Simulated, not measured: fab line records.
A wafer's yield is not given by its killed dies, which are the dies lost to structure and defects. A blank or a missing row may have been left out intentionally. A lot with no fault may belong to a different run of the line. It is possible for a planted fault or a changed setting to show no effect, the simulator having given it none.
Struck lot and sound lot, side by side -- flow n5Finfet -- 39 steps out of a route of 1938
Sound: the wafers L549.2, L549.4, L549.5. Struck: wafer L550.4. (L550.2, L550.6 of the same lot were not struck and are left out.) The cause comes at the end.
At each step with rows: each side's tool, then ch and its chambers, then its first start. Under that, the readings that differ: sound wafers -- struck wafers -- difference of the means -- sigmas: that difference in standard deviations of wafers without a fault.
alike: same words and numbers on both sides, and readings whose means sit less than 2 such deviations apart. not compared: any withheld reading, any reading some wafer has no value for, any bound like >300 that may hide the same value, and any number with overlapping values for which the record gives no deviation.
A row with sigmas, a row that says differs or no value, or rows on one side alone: a step with any of these is where the two part. Non-overlapping numbers with no deviation appear without sigmas and do not part them. Lack of a reading on every wafer of one side parts them only where that side has two or more wafers.

first, 12 steps without rows for these wafers: N5_SDB_ETCH_18 (etches SOC in N2/H2, target depth 100 nm, overetch 20 nm, time 150 s); N5_SDB_STRIP_19 (strips in N2/H2); N5_SDB_STRIP_21 (strips in CF4); N5_SDB_HM_OPEN_20 (chemistry CH3F/O2, target SiNx, stops on poly-Si, target depth 24 nm); N5_SDB_STRIP_22 (strips in N2/H2); N5_SDB_PRECLEAN_23 (cleans in dHF, time 30 s); N5_SDB_DUMMY_REMOVE_24 (chemistry TMAH, target poly-Si, stops on SiO2, target depth 142 nm, time 57 s, rinse time 30 s); N5_SDB_ETCH_25 (etches SiO2 in C4F6/O2, target depth 10 nm, time 3.3 s); N5_SDB_CUT_ETCH_26 (etches Si in HBr/Cl2/O2, target depth 129.6 nm, bt time 20 s, time 51.8 s); N5_SDB_PRECLEAN_38 (cleans in dHF, time 10 s); N5_SDB_PRECLEAN_39 (cleans in O3/DIW, time 45 s); N5_SDB_SRD_28 (time 30 s).
N5_SDB_ALD_29: deposits SiNx, target thk 30 nm, pulse time 1 s, ald cycles 600.
  sound on aldSin-01 ch 1,2,3, day 4 18:35; struck on aldSin-01 ch 1, day 5 02:58
reading,sound,struck,difference,sigmas
aldCycles,600 600 600,1163,+563,
susceptorTempC (C),400.11 400.09 399.95,399.44,-0.61,-3
model.SiNx_of_SDB_ALD_29.thkNm (nm),30 30 29.8,58.4,+28.5,
  alike: heaterPowerW, precursorPulseHeightRel
N5_SDB_CMP_30: polishes, stops on poly-Si, t overpolish 1.54 s, target thk 30 nm.
  sound on cmp-02 ch 0,1,3, day 4 21:23; struck on cmp-04 ch 0, day 5 05:43
reading,sound,struck,difference,sigmas
timeToEndpointS (s),20.0 13.1 14.9,27.6,+11.6,+4
  alike: edgeZonePressureFrac, motorCurrentA, retainingRingPressureFrac
then, 22 steps without rows for these wafers: N5_DUMMY_REMOVAL_HM_STRIP_01 (strips SiNx in CH3F/O2, stops on poly-Si, target depth 4 nm, time 6.8 s); N5_DUMMY_REMOVAL_STRIP_10 (strips in N2/H2, time 40 s); N5_DUMMY_REMOVAL_PRECLEAN_07 (cleans in dHF, time 30 s); N5_DUMMY_REMOVAL_DUMMY_REMOVE_02 (chemistry TMAH, target poly-Si, stops on SiO2, target depth 142 nm, time 57 s, rinse time 30 s); N5_DUMMY_REMOVAL_PRECLEAN_08 (cleans in NF3:NH3, afs cycles 2, time 20 s, sublimation time 60 s); N5_DUMMY_REMOVAL_PRECLEAN_04 (cleans in DHF, time 37 s); N5_DUMMY_REMOVAL_SRD_05 (time 30 s); N5_HKMG_FIN_IL_REGROW_00 (material SiO2, chemistry O3, target thk 0.75 nm, time 30 s); N5_HKMG_FIN_HK_ALD_01 (deposits HfO2, target thk 1.6 nm, pulse time 3 s, purge time 3 s); N5_HKMG_FIN_HK_ANNEAL_02 (time 30 s); N5_HKMG_FIN_ALD_74 (deposits La2O3, target thk 0.5 nm, pulse time 6 s, co reactant pulse time 1 s); N5_HKMG_FIN_ALD_75 (deposits Al2O3, target thk 1 nm, co reactant pulse time 1 s); N5_HKMG_FIN_COAT_41 (time 60 s, resist thk 300 nm); N5_HKMG_FIN_COAT_42 (time 60 s, resist thk 35 nm); N5_HKMG_FIN_COAT_43 (resist thk 90 nm); N5_HKMG_FIN_EBR_45; N5_HKMG_FIN_SOFTBAKE_44 (time 60 s); N5_HKMG_FIN_EXPOSE_46 (exposes mask NDIPOLE); N5_HKMG_FIN_PEB_47 (peb time 60 s); N5_HKMG_FIN_DEVELOP_48 (develop time 30 s); N5_HKMG_FIN_DESCUM_53 (chemistry O2, time 7.9 s); N5_HKMG_FIN_ETCH_54 (etches SiARC in CF4, target depth 45.5 nm, time 75.8 s).
N5_GATE_CUT_ETCH_58: etches SiNx in CH3F/O2, target depth 17 nm, time 128.6 s.
  sound on rieDiel-05 ch 0,1,3, day 5 08:02; struck on rieDiel-02 ch 3, day 5 16:11
reading,sound,struck,difference,sigmas
model.SiNx_of_SDB_ALD_29.thkNm (nm),24.6 24.4 24.4,25.8,+1.3,
  alike: biasW, drypumpMotorCurrentA, mfcArSccm, oesProductAu, rfVppV, showerheadPlenumPTorr, throttleValvePct
  not compared: rfHoursCounterH
-- record jumps: 3 days separate the struck wafers' starts on either side; left off in module GATE_CUT, taken up again in module BEOL_M4, whose first shown step is the route's number 1111 --
N5_BEOL_M4_RC_MEAS_101:
  sound on prober-02 ch 0, day 8 10:20; struck on prober-01 ch 0, day 8 20:48
  alike: DIBL_N, DIBL_P, IOFF_N, IOFF_P, ION_N, ION_P, SS_N, SS_P, VT_N, VT_P
then, 1 step without rows for these wafers: N5_PASSIVATION_PROBE_49.

WHERE THEY PART
Last at N5_SDB_CMP_30 as far as this record goes, first at N5_SDB_ALD_29. Later steps at which nothing parts them and some readings are alike: N5_GATE_CUT_ETCH_58, N5_BEOL_M4_RC_MEAS_101.

WHY: what the simulator had put in
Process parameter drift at N5_SDB_ALD_29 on aldSin-01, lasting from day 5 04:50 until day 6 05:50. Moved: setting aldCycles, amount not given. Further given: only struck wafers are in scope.
